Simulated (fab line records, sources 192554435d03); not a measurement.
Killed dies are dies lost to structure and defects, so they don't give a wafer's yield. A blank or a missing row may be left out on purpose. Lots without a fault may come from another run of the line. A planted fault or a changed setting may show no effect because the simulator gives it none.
Chamber matching | flow n5_finfet | N5_BEOL_M9_ETCH_65 on rie_diel-02: 3 sister chambers
The step etches SiARC in CF4, target depth 15.6 nm, time 26 s. 6 wafers are shown with their chamber, then 9 later ones without.

WAFERS WITH THEIR CHAMBER
wafer  | chamber | drypump_motor_current_A (A) | showerhead_plenum_p_Torr (Torr)
L086.3 | 2       | 5.8                         | 2.09
L089.5 | 0       | 4.7                         | 2.13
L093.4 | 2       | 5.8                         | 2.09
L093.6 | 3       | 5.7                         | 2.24
L094.3 | 3       | 5.7                         | 2.24
L094.4 | 0       | 4.8                         | 2.12

WAFERS WITHOUT THEIR CHAMBER
wafer  | drypump_motor_current_A (A) | showerhead_plenum_p_Torr (Torr)
L094.5 | 5.7                         | 2.24
L095.1 | 4.8                         | 2.12
L095.4 | 5.7                         | 2.23
L095.6 | 4.8                         | 2.12
L096.3 | 4.8                         | 2.12
L096.4 | 5.8                         | 2.08
L097.1 | 4.8                         | 2.12
L097.3 | 5.7                         | 2.23
L097.6 | 5.7                         | 2.23

WHICH CHAMBER EACH WENT THROUGH
wafer  | from the rows above | in truth
L094.5 | 3                   | 3
L095.1 | 0                   | 0
L095.4 | 3                   | 3
L095.6 | 0                   | 0
L096.3 | 0                   | 0
L096.4 | 2                   | 2
L097.1 | 0                   | 0
L097.3 | 3                   | 3
L097.6 | 3                   | 3
Placed correctly: 9 of 9. Can't be placed from these rows: 0. Placed wrongly: 0.
How it was worked out, from the rows above alone: a wafer's distance from a chamber is the root of the sum, over the readings, of the square of ((its reading less the chamber's mean) divided by the reading's scatter). The wafer belongs to the nearest chamber; if the next one is less than 2 further off, it can't be placed. A chamber's mean is the mean of its shown wafers. The scatter: the root of (the sum of the squares of (reading less its chamber's mean) over the shown wafers, divided by (wafers less chambers)).
